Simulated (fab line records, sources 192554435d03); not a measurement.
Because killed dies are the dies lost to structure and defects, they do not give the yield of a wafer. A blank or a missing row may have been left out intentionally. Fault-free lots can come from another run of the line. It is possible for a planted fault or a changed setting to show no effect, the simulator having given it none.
A single fault, viewed from 2 desks	flow n5Finfet	only its own numbers are on each desk; what lay behind them is given at the end

== FOR THE TOOL OWNER'S DESK: cvdCo-01 ==
The tool's own readings at N5_BEOL_M3_CO_CAP_55 (material Co, precursor CCTBA/H2, target thk 2 nm, time 102.1 s): means of the sampled wafers that have a number, for each lot that ran on this tool. If a lot's mean is further than 4 standard deviations from the usual mean, the lot is out of limits and carries the mark OUT (the distance appears in the brackets).
Columns: A = heaterPowerW at N5_BEOL_M3_CO_CAP_55, usual 230 W; B = runLengthS at N5_BEOL_M3_CO_CAP_55, usual 124.9 s
lot	first seen here	A	B
L808	day 7 09:28	244	124.7
L809	day 7 09:35	227	124.9
L814	day 8 23:07	246	124.7
L815	day 9 03:28	257	124.7
L818	day 9 22:41	223	109.4 (-43) OUT
L830	day 13 15:28	237	124.8
Finding of this desk: L818 out of limits; the first was L818 at day 9 22:41, on runLengthS at N5_BEOL_M3_CO_CAP_55. L808, L809, L814, L815, L830: within limits.

== AT THE METROLOGY DESK ==
What the gauges read, lot by lot, whatever tool the lot ran on: means of the sampled wafers that have a number. If a lot's mean is further than 4 standard deviations from the usual mean, the lot is out of limits and carries the mark OUT (the distance appears in the brackets). Only the readings that lie furthest out on some lot appear, 7 of the 11 it has.
Columns: A = DIBL_N at N5_BEOL_M4_RC_MEAS_101, usual 37.0 mV/V; B = DIBL_P at N5_BEOL_M4_RC_MEAS_101, usual 37.3 mV/V; C = IOFF_N at N5_BEOL_M4_RC_MEAS_101, usual 0.17 nA/um; D = IOFF_P at N5_BEOL_M4_RC_MEAS_101, usual 0.23 nA/um; E = ION_P at N5_BEOL_M4_RC_MEAS_101, usual 460 uA/um; F = SS_P at N5_BEOL_M4_RC_MEAS_101, usual 73.6 mV/dec; G = VT_P at N5_BEOL_M4_RC_MEAS_101, usual -250 mV
lot	first seen here	A	B	C	D	E	F	G
L808	day 7 09:37	40.4	40.4	0.25	0.31	471	74.9	-247
L809	day 7 09:46	37.9	38.6	0.20	0.24	456	74.9	-249
L814	day 8 23:18	37.7	39.0	0.20	0.24	468	73.9	-252
L815	day 9 03:40	38.3	39.6	0.20	0.21	457	74.4	-255
L818	day 9 22:52	34.5	32.9	0.12	0.19	465	72.6	-249
L820	day 10 12:48	36.5	37.4	0.19	0.26	468	73.5	-247
L827	day 12 13:26	36.2	33.8	0.15	0.19	459	72.8	-252
L828	day 13 02:10	37.4	38.5	0.18	0.22	455	73.4	-251
L831	day 13 11:23	35.8	37.2	0.14	0.16	448	73.4	-257
L830	day 13 15:41	37.8	38.9	0.19	0.27	468	73.9	-247
This desk found nothing out of limits on any of the 10 lots.

== BROUGHT TOGETHER ==
On L818, at day 9 22:41, an alarm was possible from the tool owner's desk.
At the metrology desk, nothing out of limits was observed.
The metrology desk holds a record of L818, inside its limits.
N5_BEOL_M3_CO_CAP_55 was run on cvdCo-01 by each of the lots named.

== WHAT HAD BEEN PUT IN BY THE SIMULATOR ==
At N5_BEOL_M3_CO_CAP_55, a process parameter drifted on cvdCo-01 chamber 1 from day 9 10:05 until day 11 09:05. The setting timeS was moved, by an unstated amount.
Struck lots among those shown: L818.
Each desk's first reading out of limits, in hours after the fault started: the tool owner's desk, 13.
